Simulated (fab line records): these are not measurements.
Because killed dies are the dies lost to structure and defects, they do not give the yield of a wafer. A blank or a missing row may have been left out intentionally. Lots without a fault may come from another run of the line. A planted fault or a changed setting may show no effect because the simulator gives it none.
Which tool is to blame? | flow n5 finfet | 42 wafers sampled from 14 lots at 1 step of a route of 1938

## WHAT THE GAUGES READ, wafer by wafer
N5_BEOL_M15_INSPECT_12: inspects for defects (macro).
lot  | measured     | on                | raw defect count
L669 | day 12 06:40 | defect inspect-01 | 1 3 5
L671 | day 12 10:28 | defect inspect-01 | 1 2 2
L670 | day 12 10:30 | defect inspect-02 | 1 2 2
L673 | day 13 22:19 | defect inspect-01 | 2 2 1
L675 | day 14 01:16 | defect inspect-01 | 4 1 1
L677 | day 14 13:59 | defect inspect-02 | 2 1 1
L676 | day 14 22:35 | defect inspect-01 | 1 3 2
L672 | day 15 04:35 | defect inspect-02 | 1 2 2
L678 | day 15 19:17 | defect inspect-02 | 3 4 1
L680 | day 15 21:55 | defect inspect-01 | 1 2 1
L679 | day 16 01:32 | defect inspect-02 | 2 2 1
L681 | day 16 07:56 | defect inspect-02 | 1 0 1
L684 | day 16 20:23 | defect inspect-02 | 2 2 5
L690 | day 18 05:44 | defect inspect-01 | 2 3 1

## TOOL THAT RAN EACH LOT (tool first, then ch and the chambers of the sampled wafers, then the start)
No process step before these readings appears in the record.

## AS READ BY THE TOOLS THEMSELVES (means over the sampled wafers that have a number; for cases with no such wafer, the mark the record gives instead)
The record holds no such reading with a usual standard deviation.

## THE ANSWER, worked out from the rows above alone
Rule: the usual values come from the lots themselves. Put in order of their means at a reading, lots are off if they are a third of the lots or fewer, leave a main group of 4 or more, and stand apart from it by a gap of 3 or more times the standard deviation of the main group's means; of several such gaps the widest counts. Not used: any main group whose means are identical at the precision the tables above print for the reading. Also off: a lot with no number at a reading for which 4 or more lots have one. Where the step has rows for the other lots, those lots are counted as sound. Order of review: gauges by route order, followed by the tools' own readings, for which a lot's mean as printed above is used. At the first step where some lot is off, the reading lying furthest off is the one used; lots without a number count as furthest.
Across all readings shown, no lot is off: no conclusion can be drawn from this.

## WHAT WAS PUT IN BY THE SIMULATOR
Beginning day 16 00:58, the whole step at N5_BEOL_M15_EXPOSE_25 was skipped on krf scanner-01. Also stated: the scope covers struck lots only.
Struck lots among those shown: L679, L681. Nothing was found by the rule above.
